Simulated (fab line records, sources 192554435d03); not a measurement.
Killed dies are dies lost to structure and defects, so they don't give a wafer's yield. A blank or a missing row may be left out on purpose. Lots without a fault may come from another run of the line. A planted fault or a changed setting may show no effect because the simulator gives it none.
Chamber matching | flow n5_finfet | N5_BEOL_M0_SAQP_ETCH_84 on rie_diel-06: 4 sister chambers
The step etches SOC in N2/H2, target depth 100 nm, overetch 20 nm, time 150 s. 16 wafers are shown with their chamber, then 8 later ones without.

WAFERS WITH THEIR CHAMBER
wafer  | chamber | drypump_motor_current_A (A) | showerhead_plenum_p_Torr (Torr) | rf_vpp_V (V)
L693.3 | 3       | 6.2                         | 2.51                            | 523
L693.5 | 2       | 4.8                         | 2.40                            | 521
L693.6 | 1       | 5.6                         | 2.38                            | 518
L694.2 | 1       | 5.5                         | 2.38                            | 518
L694.4 | 0       | 5.6                         | 2.63                            | 526
L694.6 | 3       | 6.2                         | 2.51                            | 523
L700.1 | 3       | 6.2                         | 2.50                            | 523
L700.2 | 0       | 5.6                         | 2.62                            | 527
L700.4 | 1       | 5.5                         | 2.37                            | 519
L702.1 | 0       | 5.6                         | 2.62                            | 525
L702.4 | 1       | 5.6                         | 2.37                            | 520
L702.6 | 3       | 6.2                         | 2.50                            | 523
L703.1 | 1       | 5.6                         | 2.37                            | 519
L703.4 | 0       | 5.6                         | 2.62                            | 526
L703.5 | 2       | 4.8                         | 2.71                            | 529
L708.1 | 1       | 5.6                         | 2.36                            | 518

SIGNATURES (means of the wafers above)
reading                  | chamber 0 | chamber 1 | chamber 2 | chamber 3 | scatter within a chamber
drypump_motor_current_A  | 5.600     | 5.567     | 4.800     | 6.200     | 0.0333
showerhead_plenum_p_Torr | 2.6225    | 2.3717    | 2.5550    | 2.5050    | 0.0636
rf_vpp_V                 | 526.00    | 518.67    | 525.00    | 523.00    | 1.76
Rule: a wafer's distance from a chamber is the root of the sum, over the readings, of the square of ((its reading less the chamber's mean) divided by the reading's scatter). The wafer belongs to the nearest chamber; if the next one is less than 2 further off, it can't be placed. The scatter: the root of (the sum of the squares of (reading less its chamber's mean) over the shown wafers, divided by (wafers less chambers)).

WAFERS WITHOUT THEIR CHAMBER
wafer  | drypump_motor_current_A (A) | showerhead_plenum_p_Torr (Torr) | rf_vpp_V (V)
L708.2 | 6.2                         | 2.49                            | 523
L708.6 | 5.5                         | 2.36                            | 519
L711.1 | 4.8                         | 2.70                            | 528
L711.2 | 5.5                         | 2.36                            | 519
L711.4 | 4.8                         | 2.70                            | 528
L713.1 | 5.5                         | 2.36                            | 517
L713.3 | 4.8                         | 2.70                            | 527
L713.5 | 4.8                         | 2.70                            | 529

WHICH CHAMBER EACH WENT THROUGH
wafer  | from the rows above | in truth
L708.2 | 3                   | 3
L708.6 | 1                   | 1
L711.1 | 2                   | 2
L711.2 | 1                   | 1
L711.4 | 2                   | 2
L713.1 | 1                   | 1
L713.3 | 2                   | 2
L713.5 | 2                   | 2
Placed correctly: 8 of 8. Can't be placed from these rows: 0. Placed wrongly: 0.
